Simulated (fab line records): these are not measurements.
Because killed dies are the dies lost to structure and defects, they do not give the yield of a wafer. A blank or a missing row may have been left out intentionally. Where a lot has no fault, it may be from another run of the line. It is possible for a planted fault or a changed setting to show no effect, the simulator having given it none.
A struck lot beside a sound one :: flow n5-finfet :: 30 steps out of a route of 1938
Sound: these wafers, L927.2, L927.3, L927.6. Struck: wafer L919.5. (L919.3, L919.6 of the same lot were not struck and are left out.) The cause comes at the end.
For every step that has rows: the tool of each side, followed by ch and its chambers, followed by its first start. Under that, the readings that differ: sound wafers :: struck wafers :: difference of the means :: sigmas: that difference in standard deviations of wafers without a fault.
alike: readings with means less than 2 such deviations apart, plus words and numbers identical on both sides. not compared: withheld readings, readings lacking a value on some wafer, bounds such as >300 that could conceal the same value, and numbers that have no deviation in the record and whose values overlap.
A row with sigmas, a row that says differs or no value, or rows on one side alone: a step with any of these is where the two part. Non-overlapping numbers with no deviation appear without sigmas and do not part them. Lack of a reading on every wafer of one side parts them only where that side has two or more wafers.

first, 5 steps without rows for these wafers: N5_BEOL_M6_EBR_07; N5_BEOL_M6_SOFTBAKE_06 (time 60 s); N5_BEOL_M6_EXPOSE_08 (exposes mask M6); N5_BEOL_M6_PEB_09 (peb time 60 s); N5_BEOL_M6_DEVELOP_10 (develop time 30 s).
N5_BEOL_M6_CD_MEAS_11: the cd target is 38.5 nm.
  sound on cd-sem-01 ch 0, day 12 11:20; struck on cd-sem-02 ch 0, day 10 21:52
  alike: cd-nm
N5_BEOL_M6_OVL_MEAS_12:
  sound on overlay-02 ch 0, day 12 11:22; struck on overlay-01 ch 0, day 10 21:53
  alike: M6_OVL
N5_BEOL_M6_INSPECT_13: inspects for defects (brightfield).
  sound: defect-inspect-02 at day 12 11:23; struck: defect-inspect-01 at day 10 21:55
  alike: raw-defect-count
N5_BEOL_M6_DESCUM_16: chemistry O2, time 7.9 s.
  sound on rie-diel-05 ch 0,2, day 12 11:25; struck on rie-diel-04 ch 0, day 10 21:56
  alike: bias-power-w, drypump-motor-current-A, oes-product-au, rf-vpp-V, showerhead-plenum-p-Torr, throttle-valve-pct
  not compared: rf-hours-counter-h
N5_BEOL_M6_ETCH_61: etches SiARC in CF4, target depth 45.5 nm, time 75.8 s.
  sound on rie-diel-05 ch 0,2, day 12 11:28; struck on rie-diel-04 ch 0, day 10 21:59
reading: rf-vpp-V (V)
sound: 184.5 186.1 187.1
struck: 182.5
difference: -3.4
sigmas: -3
  alike: drypump-motor-current-A, etch-rf-on-time-s, oes-product-au, showerhead-plenum-p-Torr, throttle-valve-pct
  not compared: rf-hours-counter-h
N5_BEOL_M6_ETCH_62: etches SOC in N2/H2, target depth 110 nm, overetch 22 nm, time 165 s.
  sound on rie-diel-05 ch 0,2, day 12 11:31; struck on rie-diel-04 ch 0, day 10 22:02
  alike: drypump-motor-current-A, n2-flow-sccm, oes-product-au, rf-vpp-V, showerhead-plenum-p-Torr, throttle-valve-pct
  not compared: rf-hours-counter-h
then, 1 step without rows for these wafers: N5_BEOL_M6_STRIP_68 (strips in N2/H2).
N5_BEOL_M6_STRIP_67: strips in CF4.
  sound on rie-diel-05 ch 0,2, day 12 11:40; struck on rie-diel-04 ch 0, day 10 22:11
  alike: bias-power-w, drypump-motor-current-A, oes-product-au, rf-vpp-V, showerhead-plenum-p-Torr, throttle-valve-pct
  not compared: rf-hours-counter-h
then, 1 step without rows for these wafers: N5_BEOL_M6_HM_OPEN_17 (chemistry Cl2/BCl3, target TiN, target depth 20 nm, overetch 6 nm).
N5_BEOL_M6_STRIP_19: strips in O2.
  sound on rie-diel-04 ch 0,2,3, day 12 11:57; struck on rie-diel-02 ch 1, day 10 22:23
  alike: drypump-motor-current-A, oes-product-au, rf-vpp-V, showerhead-plenum-p-Torr, throttle-valve-pct
  not compared: rf-hours-counter-h
N5_BEOL_M6_CD_MEAS_18: pitch 80 nm, target cd 40 nm.
  sound: cd-sem-02 at day 12 12:01; struck: cd-sem-01 at day 10 22:28
  alike: cd-nm
then, 9 steps without rows for these wafers: N5_BEOL_M6_COAT_63 (time 60 s, resist thk 60 nm); N5_BEOL_M6_COAT_64 (time 60 s, resist thk 12 nm); N5_BEOL_M6_COAT_71 (time 60 s, resist thk 5 nm); N5_BEOL_M6_COAT_22 (resist thk 30 nm); N5_BEOL_M6_EBR_24; N5_BEOL_M6_SOFTBAKE_23 (time 60 s); N5_BEOL_M6_EXPOSE_25 (exposes mask V5, target cd 40 nm); N5_BEOL_M6_PEB_26 (peb time 60 s); N5_BEOL_M6_DEVELOP_27 (develop time 30 s).
N5_BEOL_M6_CD_MEAS_28: the cd target is 40 nm.
  sound on cd-sem-02 ch 0, day 12 12:20; struck on cd-sem-03 ch 0, day 10 22:54
reading: cd-nm (nm)
sound: 40.14 39.76 40.17
struck: 40.52
difference: +0.50
sigmas: +2
N5_BEOL_M6_OVL_MEAS_29:
  sound on overlay-01 ch 0, day 12 12:22; struck on overlay-02 ch 0, day 10 22:56
  alike: V5_OVL
N5_BEOL_M6_INSPECT_30: inspects for defects (brightfield).
  sound: defect-inspect-02 at day 12 12:26; struck: defect-inspect-01 at day 10 22:59
reading: raw-defect-count
sound: 616 621 520
struck: 1776
difference: +1190
sigmas: +12
N5_BEOL_M6_DESCUM_33: chemistry O2, time 7 s.
  sound on rie-diel-04 ch 0,2, day 12 12:28; struck on rie-diel-02 ch 2, day 10 23:01
reading: drypump-motor-current-A (A)
sound: 5.9 5.7 5.7
struck: 6.6
difference: +0.8
sigmas: +2
  alike: bias-power-w, oes-product-au, rf-vpp-V, showerhead-plenum-p-Torr, throttle-valve-pct
  not compared: rf-hours-counter-h
-- the record jumps here: 4 days lie between the struck wafers' starts before and after (it left off in module BEOL_M6 and takes up again in module PASSIVATION, whose first step shown is number 1936 of the route) --
N5_PASSIVATION_PROBE_49:
  the record has rows for the struck wafers here (prober-01, day 14 11:05) and none for the sound ones

## WHERE THEY PART
First at N5_BEOL_M6_ETCH_61; last, within this record, at N5_PASSIVATION_PROBE_49.

WHY: whatever the simulator had introduced
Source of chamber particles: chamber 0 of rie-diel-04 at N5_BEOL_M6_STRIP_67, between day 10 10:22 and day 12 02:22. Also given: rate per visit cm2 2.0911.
